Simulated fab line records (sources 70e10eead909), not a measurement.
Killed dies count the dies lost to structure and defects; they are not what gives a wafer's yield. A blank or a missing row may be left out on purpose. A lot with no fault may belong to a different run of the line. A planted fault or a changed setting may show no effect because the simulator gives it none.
Which tool was responsible? | flow nandHarc | 11 lots with 33 wafers sampled at 4 steps, on a route of 1302 steps

## WHAT THE GAUGES READ, wafer by wafer
NHARC_P_GATE_CD_MEAS_46: the cd target is 720 nm.
lot  | measured     | on       | cdNm (nm)
L832 | day 5 18:54  | cdSem-03 | 720.5 719.4 719.5
L834 | day 6 06:46  | cdSem-03 | 719.1 719.2 719.9
L835 | day 6 19:43  | cdSem-01 | 720.9 717.9 722.2
L838 | day 8 05:53  | cdSem-02 | 718.1 719.2 719.0
L839 | day 8 15:08  | cdSem-03 | 719.8 718.8 719.4
L840 | day 8 21:10  | cdSem-03 | 717.2 719.9 720.9
L847 | day 11 23:51 | cdSem-02 | 719.0 716.6 717.7
L848 | day 12 09:44 | cdSem-03 | 719.2 718.9 719.9
L853 | day 14 10:08 | cdSem-02 | 719.5 719.2 720.3
L854 | day 14 17:02 | cdSem-01 | 719.0 718.5 719.9
L855 | day 15 05:43 | cdSem-02 | 722.1 718.9 720.6

## TOOL THAT RAN EACH LOT (tool first, then ch and the chambers of the sampled wafers, then the start)
lot  | NHARC_P_STI_ETCH_15             | NHARC_P_GATE_ETCH_104             | NHARC_P_GATE_ETCH_32
L832 | rieSi-03 ch 0,1,2, day 3 05:31  | rieDiel-11 ch 0,1, day 5 07:07    | rieSi-01 ch 0,1, day 5 07:29
L834 | rieSi-05 ch 0,2,3, day 3 16:47  | rieDiel-11 ch 0,1,3, day 5 19:07  | rieSi-04 ch 0,1,3, day 5 19:29
L835 | rieSi-05 ch 1,2,3, day 4 01:58  | rieDiel-02 ch 0,2,3, day 6 08:07  | rieSi-04 ch 1,2,3, day 6 08:30
L838 | rieSi-06 ch 0,1,3, day 5 11:10  | rieDiel-06 ch 0,1,3, day 7 18:11  | rieSi-02 ch 2,3, day 7 18:34
L839 | rieSi-05 ch 2,3, day 5 16:54    | rieDiel-02 ch 1,2, day 8 03:01    | rieSi-01 ch 1,2,3, day 8 03:49
L840 | rieSi-06 ch 2,3, day 6 05:24    | rieDiel-11 ch 2,3, day 8 09:37    | rieSi-01 ch 1,3, day 8 10:00
L847 | rieSi-05 ch 0,2,3, day 9 06:24  | rieDiel-06 ch 1,3, day 11 12:15   | rieSi-04 ch 0,1,2, day 11 12:40
L848 | rieSi-06 ch 0,2,3, day 9 14:55  | rieDiel-06 ch 1,2,3, day 11 21:57 | rieSi-01 ch 1,2,3, day 11 22:19
L853 | rieSi-03 ch 0,1,3, day 11 16:46 | rieDiel-02 ch 1,2,3, day 13 22:33 | rieSi-04 ch 1,2,3, day 13 22:56
L854 | rieSi-05 ch 0,1, day 12 00:55   | rieDiel-11 ch 0,2,3, day 14 03:23 | rieSi-04 ch 0,1, day 14 03:46
L855 | rieSi-06 ch 0,1,3, day 12 14:33 | rieDiel-06 ch 0,2,3, day 14 17:58 | rieSi-01 ch 0,2,3, day 14 18:25
- NHARC_P_STI_ETCH_15: etches the open film in HBr/Cl2, target depth 300 nm, time 100.1 s.
- NHARC_P_GATE_ETCH_104: etches the open film in CF4/CHF3, target depth 60 nm.
- NHARC_P_GATE_ETCH_32: etches the open film in HBr/Cl2, target depth 150 nm, time 100.1 s.

## WHAT THE TOOLS THEMSELVES READ (means of the sampled wafers that have a number; where no wafer has one, the mark that the record gives instead)
NHARC_P_STI_ETCH_15.
lot  | tool     | drypumpMotorCurrentA (A) | mfcCl2Sccm (sccm) | oesProductAu (a.u.) | rfFwdPowerW (W) | throttleValvePct (%)
L832 | rieSi-03 | 5.68                     | 50.13             | 1.000               | 398.1           | 26.406
L834 | rieSi-05 | 5.69                     | 50.00             | 0.996               | 397.9           | 26.412
L835 | rieSi-05 | 5.70                     | 49.92             | 0.990               | 398.0           | 26.411
L838 | rieSi-06 | 5.60                     | 50.07             | 1.007               | 398.5           | 26.403
L839 | rieSi-05 | 5.58                     | 49.92             | 1.003               | 398.6           | 26.397
L840 | rieSi-06 | 5.55                     | 50.01             | 1.007               | 397.9           | 26.412
L847 | rieSi-05 | 5.71                     | 49.99             | 0.998               | 399.1           | 26.411
L848 | rieSi-06 | 5.53                     | 50.04             | 0.998               | 398.7           | 26.407
L853 | rieSi-03 | 5.70                     | 50.03             | 0.998               | 397.6           | 26.402
L854 | rieSi-05 | 5.88                     | 50.12             | 0.993               | 396.7           | 26.410
L855 | rieSi-06 | 5.59                     | 49.93             | 0.999               | 398.9           | 26.406

NHARC_P_GATE_ETCH_104.
lot  | tool       | drypumpMotorCurrentA (A) | mfcArSccm (sccm) | oesProductAu (a.u.) | rfFwdPowerW (W) | rfVppV (V) | showerheadPlenumPTorr (Torr) | throttleValvePct (%)
L832 | rieDiel-11 | 6.2                      | 0.004            | 0.968               | 491.9           | 370.9      | 1.61                         | 16.794
L834 | rieDiel-11 | 5.6                      | 0.002            | 0.925               | 489.8           | 371.2      | 1.59                         | 16.801
L835 | rieDiel-02 | 5.9                      | 0.012            | 0.951               | 493.2           | 370.3      | 1.53                         | 16.801
L838 | rieDiel-06 | 5.6                      | 0.017            | 0.974               | 491.6           | 371.3      | 1.57                         | 16.800
L839 | rieDiel-02 | 5.7                      | 0.029            | 0.919               | 491.6           | 367.9      | 1.49                         | 16.794
L840 | rieDiel-11 | 5.6                      | 0.000            | 0.963               | 492.6           | 370.4      | 1.57                         | 16.807
L847 | rieDiel-06 | 5.8                      | 0.009            | 0.704               | 292.4           | 369.3      | 1.55                         | 16.799
L848 | rieDiel-06 | 5.9                      | 0.009            | 0.707               | 292.9           | 370.6      | 1.55                         | 16.807
L853 | rieDiel-02 | 5.7                      | 0.021            | 0.964               | 490.0           | 368.6      | 1.51                         | 16.795
L854 | rieDiel-11 | 5.7                      | 0.002            | 0.917               | 492.1           | 371.8      | 1.59                         | 16.797
L855 | rieDiel-06 | 5.8                      | 0.017            | 0.957               | 493.3           | 369.8      | 1.56                         | 16.792

NHARC_P_GATE_ETCH_32.
lot  | tool     | drypumpMotorCurrentA (A) | mfcCl2Sccm (sccm) | oesProductAu (a.u.) | rfFwdPowerW (W) | throttleValvePct (%)
L832 | rieSi-01 | 6.2                      | 49.94             | 1.001               | 393.3           | 26.412
L834 | rieSi-04 | 5.8                      | 50.07             | 1.002               | 396.4           | 26.395
L835 | rieSi-04 | 5.8                      | 50.10             | 0.990               | 397.5           | 26.407
L838 | rieSi-02 | 5.1                      | 50.03             | 1.001               | 395.4           | 26.408
L839 | rieSi-01 | 5.7                      | 50.13             | 0.997               | 398.1           | 26.408
L840 | rieSi-01 | 5.7                      | 50.01             | 1.002               | 397.3           | 26.404
L847 | rieSi-04 | 5.8                      | 49.92             | 1.002               | 395.8           | 26.401
L848 | rieSi-01 | 5.7                      | 49.86             | 0.998               | 396.8           | 26.410
L853 | rieSi-04 | 5.8                      | 49.99             | 0.993               | 395.9           | 26.409
L854 | rieSi-04 | 5.8                      | 50.04             | 0.998               | 395.0           | 26.412
L855 | rieSi-01 | 5.9                      | 49.92             | 0.997               | 396.7           | 26.408

## THE ANSWER, worked out from the rows above alone
Rule: the lots themselves supply what counts as usual. The widest of any qualifying gaps counts: lots, ordered by their means at a reading, are off when they make up no more than a third of the lots, leave a main group of 4 or more, and stand apart from it by 3 or more times the standard deviation of that group's means. If all means in a main group match to the digits the tables above print for the reading, that group is not used. Also off: a lot with no number at a reading for which 4 or more lots have one. Any other lot the step has rows for is counted as sound. The gauges are gone through in route order, then the tools' own readings, and for those a lot's mean is taken as printed above. The first step at which some lot is off is used, and at that step the reading that is off furthest; a lot without a number counts as furthest.
Off: L847, L848, at NHARC_P_GATE_ETCH_104 (rfFwdPowerW). The main group has a mean of 491.8 W with a standard deviation of 1.2.
A tool fits if, at that step or a process step before it, it ran every lot that is off, and no sound lot after the first of them. Of those tried, none fits.

## WHAT WAS PUT IN BY THE SIMULATOR
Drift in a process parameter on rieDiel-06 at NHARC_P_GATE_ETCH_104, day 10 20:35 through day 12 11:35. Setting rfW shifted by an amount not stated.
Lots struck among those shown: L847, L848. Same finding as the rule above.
